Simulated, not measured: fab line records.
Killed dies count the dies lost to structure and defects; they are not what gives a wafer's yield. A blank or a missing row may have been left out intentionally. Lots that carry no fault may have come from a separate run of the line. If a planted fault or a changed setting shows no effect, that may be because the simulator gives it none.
Shared-tool check	flow nandHarc	1 lot, 3 wafers sampled

## REASON IT WAS OPENED
At NHARC_END_SORT_01 the reading killedAtPeriphery is flagged on 1 of 1 lot. No-fault wafers: 3.8, standard deviation 2.8.
Rule: a lot is flagged when every wafer of it that has a number lies more than 4 standard deviations from that mean, or none has a number. The rest of the lots are taken to be sound.

lot	measured	on	killedAtPeriphery, wafer by wafer	flag
L822	day 30 17:01	prober-01	634 633 623	FLAGGED
The numbers of the flagged lots are 630.0 on average: +626.2 against the usual, or +99 or more standard deviations.

## LOT BY LOT: THE TOOL USED
The record holds 3 process steps before the reading, out of a route of 1302 steps. Each cell gives the tool, then ch followed by the chambers the sampled wafers passed through, then the start.
lot	flag	NHARC_P_GATE_EXPOSE_08	NHARC_P_GATE_DESCUM_13	NHARC_P_GATE_DESCUM_31
L822	FLAGGED	krfScanner-01 ch 0, day 10 08:43	rieDiel-08 ch 0,1,2, day 10 09:04	rieDiel-07 ch 0,1,2, day 10 23:56
What is done by these steps:
- NHARC_P_GATE_EXPOSE_08: exposes mask P HV.
- NHARC_P_GATE_DESCUM_13: chemistry O2, time 3 s.
- NHARC_P_GATE_DESCUM_31: chemistry O2, time 3 s.
- NHARC_END_SORT_01

## FLAGGED OVER TOTAL, TOOL BY TOOL (the gauges that took the reading come last)
step	tool	lots run	flagged	share of the flagged lots	sound lots run after its first flagged lot
NHARC_P_GATE_EXPOSE_08	krfScanner-01	1	1	all	0
NHARC_P_GATE_DESCUM_13	rieDiel-08	1	1	all	0
NHARC_P_GATE_DESCUM_31	rieDiel-07	1	1	all	0
NHARC_END_SORT_01	prober-01	1	1	all	0

## THE TABLE: WHAT IT ALLOWS
4 rows of the table ran every flagged lot: krfScanner-01 at NHARC_P_GATE_EXPOSE_08, rieDiel-08 at NHARC_P_GATE_DESCUM_13, rieDiel-07 at NHARC_P_GATE_DESCUM_31, prober-01 at NHARC_END_SORT_01.
- krfScanner-01 at NHARC_P_GATE_EXPOSE_08: 1 of its 1 lot flagged. With no sound lot run before its first flagged lot in this sample, there is nothing to narrow down the start.
- rieDiel-08 at NHARC_P_GATE_DESCUM_13: 1 of its 1 lot flagged. With no sound lot run before its first flagged lot in this sample, there is nothing to narrow down the start.
- rieDiel-07 at NHARC_P_GATE_DESCUM_31: 1 of its 1 lot flagged. With no sound lot run before its first flagged lot in this sample, there is nothing to narrow down the start.
- prober-01 at NHARC_END_SORT_01: 1 of its 1 lot flagged. With no sound lot run before its first flagged lot in this sample, there is nothing to narrow down the start.
These 4 tools cannot be told apart by counting lots, since each of them fits a fault that started at some hour. More lots, or a look at what each step does to the wafer, might.

## WHAT WAS PUT IN BY THE SIMULATOR
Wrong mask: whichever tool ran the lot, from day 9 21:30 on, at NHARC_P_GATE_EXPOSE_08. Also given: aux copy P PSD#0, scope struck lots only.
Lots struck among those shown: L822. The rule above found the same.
